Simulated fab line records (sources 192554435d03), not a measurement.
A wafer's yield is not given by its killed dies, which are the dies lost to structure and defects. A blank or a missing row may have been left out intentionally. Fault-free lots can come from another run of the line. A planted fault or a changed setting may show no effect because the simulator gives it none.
Lot-split experiment ; flow n5-finfet ; 21 wafers read across 7 lots, on a route 1938 steps long

## ABOUT THE SPLIT
At N5_PASSIVATION_EXPOSE_07 (exposes mask TV, defocus 0 nm, target cd 3000 nm), the setting dose-mj was moved away from the recipe's 22.75 on 8 of the 21 wafers read, by -7.3% to +4.0%. The other wafers ran this setting at the recipe's value.

## FROM THE SPLIT TO THE READING: what the file shows between them, 3 steps
- N5_PASSIVATION_PEB_08
- N5_PASSIVATION_DEVELOP_09: develop time 60 s
- N5_PASSIVATION_HARDBAKE_11: time 120 s

## THE READING
cd-nm at N5_PASSIVATION_CD_MEAS_10, given in nm (cd target 3000 nm). A value of 3000.8 nm with a standard deviation of 1.7 nm is what fault-free wafers of this fab line usually give.

wafer;tool, chamber at the split;dose-mj as run;against the recipe;cd-nm, nm;against lot-mates on the recipe
L078.2;krf-scanner-02, 0;22.75;recipe;3001.1;-
L078.3;krf-scanner-02, 0;23.66;+4.0%;3008.2;+7.1
L078.4;krf-scanner-02, 0;23.66;+4.0%;3009.4;+8.3
L079.3;krf-scanner-01, 0;22.75;recipe;3000.6;-
L079.4;krf-scanner-01, 0;21.15;-7.0%;2985.5;-15.8
L079.6;krf-scanner-01, 0;22.75;recipe;3002.0;-
L085.2;krf-scanner-01, 0;22.75;recipe;2997.6;-
L085.3;krf-scanner-01, 0;22.75;recipe;2997.5;-
L085.6;krf-scanner-01, 0;22.75;recipe;2997.8;-
L089.1;krf-scanner-02, 0;21.1;-7.3%;2986.5;-16.6
L089.3;krf-scanner-02, 0;22.75;recipe;3003.4;-
L089.5;krf-scanner-02, 0;22.75;recipe;3002.8;-
L090.3;krf-scanner-01, 0;21.51;-5.5%;2987.0;-13.0
L090.5;krf-scanner-01, 0;21.51;-5.5%;2990.0;-10.0
L090.6;krf-scanner-01, 0;22.75;recipe;3000.0;-
L088.2;krf-scanner-02, 0;22.75;recipe;2997.5;-
L088.3;krf-scanner-02, 0;21.79;-4.2%;2987.8;-9.7
L088.5;krf-scanner-02, 0;21.79;-4.2%;2990.9;-6.6
L093.2;krf-scanner-01, 0;22.75;recipe;3000.4;-
L093.3;krf-scanner-01, 0;22.75;recipe;3002.0;-
L093.5;krf-scanner-01, 0;22.75;recipe;3000.2;-

THE FIT
A straight line over all 21 wafers: cd-nm changes by +2.13 nm for each +1% of dose-mj; r = +0.96; the points scatter about the line by 1.9 nm.
The same after taking each lot's own level away (the mean of its wafers on the recipe; 21 wafers): +2.12 nm for each +1%; r = +0.99; scatter 0.97 nm.
On that fit, the largest move of dose-mj shifts the reading by 15 nm.
Measured against the standard deviation above, the lots' own levels, which go from 2997.50 to 3003.10 nm, span 3.3 times it.
Consequently the slope shifts little with the lot-to-lot level, the two slopes agreeing.
Check: -15.1 nm against its lot-mates is what the line predicts for one of the wafers moved furthest among these (-7.3%) when that wafer is left out of the fit. Against them it came out at -16.6 nm.

## ADDITIONAL SPLITS CARRIED BY THESE WAFERS
Note: prior to the reading, these wafers also went through further splits. Each is held against what the fit with the lots' levels taken away leaves over:
other split on the same wafers;wafers away from the commonest value;r with cd-nm (lot level and that fit taken away)
N5_MIM_TOP_ETCH_ETCH_00 bias-w;6;-0.37

## THE WHOLE CHAIN: every reading that the file lists as answering this split, in the file's order
step;what it does;reading;change (the file's fit);r (the file's)
N5_PASSIVATION_CD_MEAS_10;target cd 3000 nm;cd-nm;+2.17 nm for each +1% of the setting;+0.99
N5_PASSIVATION_DESCUM_12;chemistry O2, time 7.9 s;TV_LITHO.cd-nm (the simulator's own value, which no gauge read);+2.23 nm for each +1% of the setting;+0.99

## THE FILE'S OWN FIT
cd-nm changes by +2.17 nm for each +1% of dose-mj, r = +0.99.
